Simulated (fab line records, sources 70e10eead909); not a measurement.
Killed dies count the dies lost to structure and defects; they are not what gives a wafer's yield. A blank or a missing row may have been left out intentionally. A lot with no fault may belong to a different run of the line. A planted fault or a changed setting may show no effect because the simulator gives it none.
fab line records    flow nand_harc    part 2 of 2: steps 23 to 33 of 33
record lots=5  wafers=15  last_day=24
route steps=1159 shown A_BONDPAD@1065 HYBRID_BOND@1094
lots untouched by any fault: they come from a run of this same line in which no faults occurred
start_h: hours from the record's opening day to when the first of the lot's shown wafers began    wait_h: hours since the lot's step before    " unchanged from the row above    L1.1+2: a row that stands for several wafers    - no value present, or no start provided    * or withheld: withheld    < > ~ a bound
route shown NAME@n: names a module that has steps shown in the file, with the first one's number in the route    usual: average and standard deviation across the fault-free wafers    same: alike in all rows    chamber/n: place in a boat    sites: the reading at each site    _std_site: how widely they spread, as a standard deviation    _edge_site: mean of outer sites minus mean of inner sites    radius_mm: for every site, how far away it sits from the centre of the wafer    mask NAME#n: copy n    behind: the most recent tool/chamber to have shaped the wafer    hold: why the lot went on hold/how many hours it stayed there/how the hold came to an end    device: transistor that didn't switch, given as n, p or np    end of line: the same wafers' tests at the end of the route    a step with no rows: only its recipe    killed: dies lost to structure and defects at the first sort, not the wafer's yield    map: a wafer's dies, x killed, . not, _ none there
set.NAME: the setting that was run; set.NAME@STEP: the one run at that earlier step    model.NAME: the simulator's own value behind a step, which no gauge read
a table for each step, a row for each wafer; lots at some steps of the route
services: from which hour (start_h, from the record's first day; less than 0 if before it) a tool's chamber was out of use, for how many hours, and why
## steps
# step NHARC_A_BONDPAD_ANNEAL_28
# recipe temp_c=225  time_s=90
# usual wafer_temp_C_max=226.3/0.31
lot.wafer  tool           chamber  start_h  wait_h  wafer_temp_C_max
L077.1     rtp_anneal-01  0        425.23   0.3     226.4
L077.2     "              0        "        "       226.0
L077.5     "              0        "        "       226.6
L079.1     rtp_anneal-01  0        444.24   -       226.4
L079.5     "              0        "        "       226.2
L079.6     "              0        "        "       226.8
L081.2     rtp_anneal-02  0        451.26   -       226.4
L081.4     "              0        "        "       226.1
L081.6     "              0        "        "       226.0
L083.2     rtp_anneal-01  0        489.79   0.4     226.2
L083.4     "              0        "        "       225.9
L083.5     "              0        "        "       226.3
L093.2     rtp_anneal-02  0        532.24   0.4     225.8
L093.3     "              0        "        "       226.1
L093.4     "              0        "        "       226.4
# step NHARC_A_BONDPAD_CMP_19
# recipe t_overpolish_s=30  cu_recess_touch_s=16  target_thk_nm=169.8
# usual edge_zone_pressure_frac=1.001/0.0054  motor_current_A=12.0/1.2  overpolish_run_s=30.000/0.0094
# same t_overpolish_s=30
lot.wafer  tool    chamber  start_h  wait_h  edge_zone_pressure_frac  motor_current_A  overpolish_run_s
L077.1     cmp-04  1        425.58   -       1.008                    13.2             29.987
L077.2     "       3        "        "       1.005                    14.1             30.006
L077.5     "       2        "        "       1.005                    13.0             29.990
L079.1     cmp-04  1        444.62   -       1.002                    12.7             30.007
L079.6     "       0        "        "       1.000                    11.9             29.987
L079.5     "       1        "        "       0.993                    13.2             30.012
L081.2     cmp-01  0        451.56   -       0.998                    11.5             29.989
L081.4     "       1        "        "       1.002                    10.5             30.007
L081.6     "       1        "        "       1.005                    9.7              30.013
L083.2     cmp-03  2        490.09   -       1.001                    11.3             30.019
L083.4     "       1        "        "       1.006                    12.5             29.989
L083.5     "       3        "        "       1.003                    12.0             30.003
L093.2     cmp-04  3        532.53   -       1.006                    13.9             29.979
L093.4     "       0        "        "       1.002                    11.9             30.000
L093.3     "       1        "        "       0.999                    13.5             30.008
# step NHARC_A_BONDPAD_THK_MEAS_20
# recipe thk_meas_gauge=xrf
# usual thk_nm=168.8/1.6
lot.wafer  tool           chamber  start_h  wait_h  thk_nm
L077.1     film_metro-02  -        425.90   -       169.4
L077.2     "              -        "        "       168.7
L077.5     "              -        "        "       169.4
L079.1     film_metro-02  -        444.91   -       170.5
L079.5     "              -        "        "       169.8
L079.6     "              -        "        "       168.1
L081.2     film_metro-01  -        451.89   -       170.4
L081.4     "              -        "        "       174.5
L081.6     "              -        "        "       172.4
L083.2     film_metro-01  -        490.41   -       168.4
L083.4     "              -        "        "       171.7
L083.5     "              -        "        "       168.5
L093.2     film_metro-01  -        532.86   -       168.2
L093.3     "              -        "        "       169.2
L093.4     "              -        "        "       166.1
# step NHARC_A_BONDPAD_SRD_21
# recipe time_s=30  temp_c=23  dry_time_s=20  spin_rpm=1500
lot.wafer   tool          chamber  start_h  wait_h
L077.1+2+5  wet_bench-08  3,4,6    425.95   0.0
L079.5+1+6  wet_bench-10  5,0,2    444.95   0.0
L081.6+4+2  wet_bench-08  0,1,3    451.94   0.0
L083.4+2+5  wet_bench-08  0,3,4    490.45   0.0
L093.4+3+2  wet_bench-08  0,2,3    532.89   0.0
# step NHARC_A_BONDPAD_INSPECT_23
# usual raw_defect_count=474/150
lot.wafer  tool               chamber  start_h  wait_h  raw_defect_count
L077.1     defect_inspect-02  -        426.13   0.0     342
L077.2     "                  -        "        "       342
L077.5     "                  -        "        "       357
L079.1     defect_inspect-01  -        445.11   0.0     357
L079.5     "                  -        "        "       346
L079.6     "                  -        "        "       383
L081.2     defect_inspect-02  -        452.13   0.0     426
L081.4     "                  -        "        "       656
L081.6     "                  -        "        "       399
L083.2     defect_inspect-01  -        490.61   0.0     494
L083.4     "                  -        "        "       486
L083.5     "                  -        "        "       397
L093.2     defect_inspect-02  -        533.07   0.0     870
L093.3     "                  -        "        "       857
L093.4     "                  -        "        "       491
# step NHARC_HYBRID_BOND_ACTIVATE_00
# recipe time_s=60  n2_flow_sccm=200  ar_flow_sccm=0  bias_power_w=0  chemistry=N2
# usual drypump_motor_current_A=5.7/0.41  oes_product_au=1.005/0.013  rf_vpp_V=64.0/0.88  showerhead_plenum_p_Torr=1.74/0.08
lot.wafer  tool         chamber  start_h  wait_h  drypump_motor_current_A  oes_product_au  rf_hours_counter_h  rf_vpp_V  showerhead_plenum_p_Torr
L077.1     rie_diel-03  1        426.20   0.1     5.7                      1.012           3                   64.9      1.65
L077.2     "            3        "        "       4.9                      0.989           1                   62.7      1.77
L077.5     "            2        "        "       5.8                      1.013           -                   62.7      1.68
L079.1     rie_diel-09  3        445.19   0.1     5.1                      1.027           0                   64.7      1.85
L079.5     "            2        "        "       5.8                      0.982           -                   64.2      1.88
L079.6     "            3        "        "       5.1                      1.023           -                   65.5      1.85
L081.4     rie_diel-03  3        452.22   0.1     4.9                      0.993           5                   64.4      1.77
L081.2     "            0        "        "       6.1                      0.991           5                   62.8      1.70
L081.6     "            1        "        "       5.7                      1.017           -                   63.6      1.65
L083.4     rie_diel-03  3        490.70   0.1     4.9                      0.993           7                   64.7      1.77
L083.2     "            0        "        "       6.2                      1.014           9                   63.6      1.70
L083.5     "            2        "        "       5.9                      1.014           -                   63.4      1.68
L093.2     rie_diel-03  1        533.14   0.1     5.7                      1.008           14                  63.2      1.64
L093.4     "            2        "        "       5.8                      1.015           12                  63.3      1.68
L093.3     "            3        "        "       4.9                      0.984           14                  63.4      1.77
# step NHARC_HYBRID_BOND_PRECLEAN_01
# recipe time_s=300  temp_c=23  chemistry=DIW
lot.wafer   tool          chamber  start_h  wait_h
L077.5+2+1  wet_bench-08  6,1,3    426.36   0.1
L079.5+6+1  wet_bench-08  1,2,4    445.34   0.1
L081.2+4+6  wet_bench-10  2,3,5    452.36   0.1
L083.2+5+4  wet_bench-08  3,4,6    490.84   0.1
L093.4+3+2  wet_bench-10  0,2,4    533.30   0.1
# step NHARC_HYBRID_BOND_SRD_02
# recipe time_s=30  temp_c=23  dry_time_s=20  spin_rpm=1500
lot.wafer   tool          chamber  start_h  wait_h
L077.5+2+1  wet_bench-08  6,1,3    -        -
L079.5+6+1  wet_bench-08  1,2,4    -        -
L081.2+4+6  wet_bench-10  2,3,5    -        -
L083.2+5+4  wet_bench-08  3,4,6    -        -
L093.4+3+2  wet_bench-10  0,2,4    -        -
# step NHARC_HYBRID_BOND_BOND_03
# recipe temp_c=25
lot.wafer   tool             chamber  start_h  wait_h
L077.1+2+5  wafer_bonder-01  0        426.62   -
L079.1+5+6  wafer_bonder-01  0        445.58   -
L081.2+4+6  wafer_bonder-01  0        452.77   -
L083.2+4+5  wafer_bonder-01  0        491.23   -
L093.2+3+4  wafer_bonder-01  0        533.70   -
# step NHARC_HYBRID_BOND_ANNEAL_04
# recipe temp_c=300  time_s=7200  ramp_up_c_per_min=5  ramp_down_c_per_min=3  idle_temp_c=100  pressure_atm=1
# usual spike_tc_lower_C=299.3/1.1  tube_center_temp_C=300/0.026  zone_power_lower_pct=3.02/0.18
lot.wafer  tool        chamber  start_h  wait_h  spike_tc_lower_C  tube_center_temp_C  zone_power_lower_pct
L077.1     furnace-01  0        428.32   1.6     297.9             299.99              2.82
L077.2     "           0        "        "       299.6             300.01              2.88
L077.5     "           0        "        "       298.3             300                 2.86
L079.1     furnace-01  0        451.01   5.3     299.2             299.99              2.85
L079.5     "           0        "        "       300.2             300.01              2.89
L079.6     "           0        "        "       298.4             300.01              2.87
L081.2     furnace-07  0        457.23   4.3     298.6             300.01              3.36
L081.4     "           0        "        "       299.6             299.96              3.30
L081.6     "           0        "        "       300.0             300                 3.36
L083.2     furnace-07  0        492.27   0.9     298.2             300.01              3.38
L083.4     "           0        "        "       301.0             300                 3.32
L083.5     "           0        "        "       298.8             300.01              3.31
L093.2     furnace-07  0        537.15   3.3     300.0             299.98              3.35
L093.3     "           0        "        "       298.2             300.03              3.39
L093.4     "           0        "        "       298.9             300.02              3.34
# step NHARC_HYBRID_BOND_OVL_MEAS_05
# usual overlay_x_nm=6/34  overlay_y_nm=3/32
lot.wafer  tool        chamber  start_h  wait_h  overlay_x_nm  overlay_y_nm
L077.1     overlay-02  -        433.07   0.4     17            23
L077.2     "           -        "        "       31            22
L077.5     "           -        "        "       -25           3
L079.1     overlay-01  -        455.79   0.4     33            -2
L079.5     "           -        "        "       91            -11
L079.6     "           -        "        "       26            -11
L081.2     overlay-01  -        461.95   0.4     -30           -22
L081.4     "           -        "        "       -2            46
L081.6     "           -        "        "       21            -34
L083.2     overlay-02  -        497.03   0.4     16            81
L083.4     "           -        "        "       3             13
L083.5     "           -        "        "       16            6
L093.2     overlay-02  -        541.85   0.4     -27           -39
L093.3     "           -        "        "       -9            -7
L093.4     "           -        "        "       -93           11
## services
tool             chamber  start_h  hours  kind
rie_diel-07      0        399.53   2.7    repair
wafer_bonder-01  -        404.14   1.8    repair
rie_diel-07      -        405.22   9.0    pm
rie_diel-03      3        405.50   7.8    repair
wet_bench-08     -        406.40   8.0    pm
litho_track-05   -        412.00   7.0    pm
wafer_bonder-01  -        415.57   5.3    repair
rie_diel-06      -        418.20   9.0    pm
wet_bench-10     -        423.20   8.0    pm
rie_diel-07      1        431.74   1.5    repair
rie_diel-03      -        453.29   2.3    repair
wet_bench-08     -        455.16   6.8    repair
pvd_sputter-03   -        458.00   10.0   pm
rie_diel-10      3        460.06   4.1    repair
rie_diel-03      2        474.60   5.8    repair
rie_diel-03      3        475.31   5.4    repair
pvd_sputter-02   -        478.67   1.3    repair
rie_diel-10      3        479.12   10.5   repair
rie_diel-10      0        485.28   9.0    repair
rie_diel-06      0        496.44   15.7   repair
rie_diel-03      0        504.98   25.0   repair
litho_track-02   -        515.00   7.0    pm
rie_diel-06      2        517.61   4.1    repair
rie_diel-10      -        531.09   9.0    pm
